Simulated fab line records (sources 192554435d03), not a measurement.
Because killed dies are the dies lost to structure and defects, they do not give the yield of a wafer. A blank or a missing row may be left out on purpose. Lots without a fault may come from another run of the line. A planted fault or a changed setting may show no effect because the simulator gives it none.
Comparing a struck lot with a sound one | flow n5 finfet | 38 steps out of a route of 1938
Sound: the wafers L603.2, L603.5, L603.6. Struck: wafer L611.4. (L611.6 of the same lot was not struck and is left out.) The cause comes at the end.
At each step with rows: each side's tool, then ch and its chambers, then its first start. Under that, the readings that differ: sound wafers | struck wafers | difference of the means | sigmas: that difference in standard deviations of wafers without a fault.
alike: readings with means less than 2 such deviations apart, plus words and numbers identical on both sides. not compared: withheld readings, readings lacking a value on some wafer, bounds such as >300 that could conceal the same value, and numbers that have no deviation in the record and whose values overlap.
Wherever a step has rows on one side only, a row that says differs or no value, or a row with sigmas, the two part there. Numbers that have no deviation but don't overlap get no sigmas and don't part them. A reading that every wafer of one side lacks parts them only if that side has two wafers or more.

first, 12 steps without rows for these wafers: N5_BEOL_M0_ALD_136 (deposits TaN, pulse time 2 s, purge time 3 s, co reactant purge time 2 s); N5_BEOL_M0_SURFACE_TREAT_137; N5_BEOL_M0_CVD_115 (deposits Co from CCTBA/H2, time 120 s); N5_BEOL_M0_SPUTTER_116 (material Cu, target thk 4 nm, time 7.37 s); N5_BEOL_M0_ANNEAL_117 (time 60 s); N5_BEOL_M0_SPUTTER_132 (material Cu, target thk 4 nm, time 7.37 s); N5_BEOL_M0_ANNEAL_133 (time 60 s); N5_BEOL_M0_SPUTTER_134 (material Cu, target thk 4 nm, time 7.37 s); N5_BEOL_M0_ANNEAL_135 (time 60 s); N5_BEOL_M0_SPUTTER_141 (material Cu, target thk 4 nm, time 7.37 s); N5_BEOL_M0_ECD_118 (material Cu, target thk 300 nm); N5_BEOL_M0_ANNEAL_119 (time 90 s).
N5_BEOL_M0_CMP_120: polishes, stops on SiOC, t overpolish 6.9 s.
  sound on cmp-02 ch 0,3, day 8 01:22; struck on cmp-02 ch 3, day 9 22:52
  reading                                           | sound          | struck | difference | sigmas
  barrier field endpoint s (s)                      | 3.83 3.81 3.99 | 7.33   | +3.45      | +27
  time to endpoint s (s)                            | 62 63 68       | 81     | +17        | +5
  model.SiOC_of_BEOL_M0_SAQP_ILD_DEP_01.thk nm (nm) | 39.2 39.2 39.2 | 40.8   | +1.6       |
  alike: motor current A, overpolish run s
  not compared: pad life wafers
then, 4 steps without rows for these wafers: N5_BEOL_M0_PRE_CLEAN_131 (time 15 s); N5_BEOL_M0_CO_CAP_123 (material Co, precursor CCTBA/H2, target thk 2 nm, time 102.1 s); N5_BEOL_M0_PRE_CLEAN_124 (time 15 s); N5_BEOL_M0_DEP_125 (deposits SiCN from 3MS/NH3, target thk 8 nm, time 14 s).
N5_BEOL_M0_INSPECT_127: inspects for defects (darkfield).
  sound on defect inspect-01, day 8 01:58; struck on defect inspect-02, day 9 23:27
  reading          | sound    | struck | difference | sigmas
  raw defect count | 61 74 64 | 3649   | +3583      | +99 or more
then, 18 steps without rows for these wafers: N5_BEOL_M1_ILD_DEP_00 (deposits SiOC from DEMS/O2, target thk 79 nm, time 15.3 s); N5_BEOL_M1_PECVD_72 (deposits SiO2 from TEOS/O2, target thk 16 nm, time 18 s); N5_BEOL_M1_HM_DEP_02 (deposits TiN, target thk 20 nm); N5_BEOL_M1_COAT_61 (time 60 s, resist thk 60 nm); N5_BEOL_M1_COAT_62 (time 60 s, resist thk 12 nm); N5_BEOL_M1_COAT_73 (time 60 s, resist thk 5 nm); N5_BEOL_M1_COAT_05 (resist thk 30 nm); N5_BEOL_M1_EBR_07; N5_BEOL_M1_SOFTBAKE_06 (time 60 s); N5_BEOL_M1_EXPOSE_08 (exposes mask M1); N5_BEOL_M1_PEB_09 (peb time 60 s); N5_BEOL_M1_DEVELOP_10 (develop time 30 s); N5_BEOL_M1_DESCUM_16 (chemistry O2, time 7 s); N5_BEOL_M1_ETCH_74 (etches underlayer in N2/H2, target depth 6.5 nm, time 5.2 s); N5_BEOL_M1_ETCH_63 (etches SiARC in CF4, target depth 15.6 nm, time 26 s); N5_BEOL_M1_ETCH_64 (etches SOC in N2/H2, target depth 75 nm, overetch 15 nm, time 112.5 s); N5_BEOL_M1_STRIP_65 (strips in N2/H2); N5_BEOL_M1_STRIP_75 (strips in N2/H2).
N5_BEOL_M4_RC_MEAS_101:
  the record has rows for the sound wafers here (prober-02 ch 0, day 10 14:57) and none for the struck ones
-- a jump in the record: the struck wafers' starts before and after are 7 days apart (it breaks off in module BEOL_M4 and resumes in module PASSIVATION, where the first step shown is number 1936 of the route) --
N5_PASSIVATION_PROBE_49:
  sound on prober-02, day 15 03:05; struck on prober-01, day 16 11:39
  reading                  | sound          | struck | difference | sigmas
  defect limited yield (%) | 90.3 91.3 91.9 | 0      | -91        | -65
  killed_at_M0_to_M3       | 37 22 25       | 1124   | +1096      | +99 or more
  killed dies              | 115 103 95     | 1180   | +1076      | +67
  killed on rim            | 12 13 15       | 152    | +139       | +34
  sort n pass              | 1065 1077 1085 | 0      | -1076      | -63
  sort yield pct (%)       | 90.3 91.3 91.9 | 0      | -91        | -61
  alike: killed_at_M4_up, killed at contacts, killed at front end, killed at other, killed open, killed short, sort_bin_4_leakage, sort_bin_5_function, sort_bin_6_memory

## WHERE THEY PART
Earliest at N5_BEOL_M0_CMP_120; latest, in this record, at N5_PASSIVATION_PROBE_49.

WHY: the cause the simulator had injected
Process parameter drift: cmp-02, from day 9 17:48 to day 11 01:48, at N5_BEOL_M0_CMP_120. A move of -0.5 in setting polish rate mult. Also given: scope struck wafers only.
